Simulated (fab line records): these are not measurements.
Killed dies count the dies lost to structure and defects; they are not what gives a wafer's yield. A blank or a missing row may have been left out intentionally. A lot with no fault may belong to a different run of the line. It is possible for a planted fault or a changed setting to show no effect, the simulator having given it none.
Lot-split experiment    flow n5_finfet    7 lots, 21 wafers read, on a route of 1938 steps

== ON THE SPLIT ==
At N5_BEOL_M7_COAT_05 (resist thk 90 nm), the setting spin_rpm was moved away from the recipe's 1500 rpm on 6 of the 21 wafers read, by -11.3% to +9.1%. For the rest of the wafers, this setting stayed at what the recipe calls for.

== FROM THE SPLIT TO THE READING: what the file shows between them, 3 steps ==
- N5_BEOL_M7_EBR_07
- N5_BEOL_M7_SOFTBAKE_06: time 60 s
- N5_BEOL_M7_DESCUM_16: chemistry O2, time 7.9 s

== THE READING ==
CAR-ArF_of_BEOL_M7_COAT_05.thk_nm (the simulator's own value, which no gauge read), in nm, at N5_BEOL_M7_ETCH_61 (etches SiARC in CF4, target depth 45.5 nm, time 75.8 s). There is no usual value for it anywhere in the file. Average 50.9 nm, standard deviation 0.22 nm, over the 15 wafers here run with the recipe.

wafer   tool, chamber at the split  spin_rpm as run, rpm  against the recipe  CAR-ArF_of_BEOL_M7_COAT_05.thk_nm, nm  against lot-mates on the recipe
L074.3  litho_track-02, 0           1500                  recipe              50.6                                   -
L074.5  litho_track-02, 0           1500                  recipe              50.6                                   -
L074.6  litho_track-02, 0           1500                  recipe              50.6                                   -
L077.1  litho_track-02, 0           1578                  +5.2%               48.8                                   -2.2
L077.2  litho_track-02, 0           1500                  recipe              50.8                                   -
L077.3  litho_track-02, 0           1500                  recipe              51.2                                   -
L078.1  litho_track-03, 0           1500                  recipe              50.6                                   -
L078.4  litho_track-03, 0           1331                  -11.3%              56                                     +5.4
L078.5  litho_track-03, 0           1331                  -11.3%              56.2                                   +5.6
L082.1  litho_track-02, 0           1637                  +9.1%               47                                     -4.1
L082.2  litho_track-02, 0           1500                  recipe              51.2                                   -
L082.6  litho_track-02, 0           1500                  recipe              51                                     -
L084.2  litho_track-05, 0           1500                  recipe              50.8                                   -
L084.4  litho_track-05, 0           1500                  recipe              51                                     -
L084.5  litho_track-05, 0           1500                  recipe              51                                     -
L093.1  litho_track-02, 0           1500                  recipe              50.8                                   -
L093.6  litho_track-02, 0           1500                  recipe              50.8                                   -
L093.4  litho_track-02, 0           1500                  recipe              51                                     -
L094.2  litho_track-05, 0           1500                  recipe              51.2                                   -
L094.4  litho_track-05, 0           1393                  -7.1%               54.4                                   +3.2
L094.5  litho_track-05, 0           1393                  -7.1%               54.6                                   +3.4

FIT RESULTS
A straight line over all 21 wafers: CAR-ArF_of_BEOL_M7_COAT_05.thk_nm changes by -0.459 nm for each +1% of spin_rpm; r = -0.99; the points scatter about the line by 0.24 nm.
The same after taking each lot's own level away (the mean of its wafers on the recipe; 21 wafers): -0.47 nm for each +1%; r = -1.00; scatter 0.14 nm.
That fit puts the effect of the largest move of spin_rpm on the reading at 5.3 nm.
The span of the lots' own levels, 50.60 to 51.20 nm, comes to 2.8 times the standard deviation stated above.
The two slopes are in agreement: the lot-to-lot level therefore moves the slope only a little.
Check: +5.3 nm against its lot-mates is what the line predicts for one of the wafers moved furthest among these (-11.3%) when that wafer is left out of the fit. Against them it came out at +5.4 nm.

== FURTHER SPLITS ON THESE WAFERS ==
These wafers also went through other splits before the reading. Each is held against what the fit with the lots' levels taken away leaves over:
other split on the same wafers     wafers away from the commonest value  r with CAR-ArF_of_BEOL_M7_COAT_05.thk_nm (lot level and that fit taken away)
N5_BEOL_M4_COAT_62 spin_rpm        9                                     -0.04
N5_BEOL_M5_ETCH_68 bias_w          7                                     -0.09
N5_BEOL_M5_TRENCH_ETCH_37 time_s   6                                     -0.01
N5_BEOL_M6_COAT_64 spin_rpm        10                                    -0.20
N5_BEOL_M7_HM_DEP_02 target_thk_a  5                                     -0.13

== THE WHOLE CHAIN: every reading that the file lists as answering this split, in the file's order ==
step                what it does                                            reading                                                                             change (the file's fit)                r (the file's)
N5_BEOL_M7_COAT_05  resist thk 90 nm                                        CAR-ArF_of_BEOL_M7_COAT_05.thk_nm (the simulator's own value, which no gauge read)  -0.455 nm for each +1% of the setting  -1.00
N5_BEOL_M7_ETCH_61  etches SiARC in CF4, target depth 45.5 nm, time 75.8 s  CAR-ArF_of_BEOL_M7_COAT_05.thk_nm (the simulator's own value, which no gauge read)  -0.466 nm for each +1% of the setting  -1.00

== FILE'S OWN FIT ==
CAR-ArF_of_BEOL_M7_COAT_05.thk_nm changes by -0.466 nm for each +1% of spin_rpm, r = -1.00.
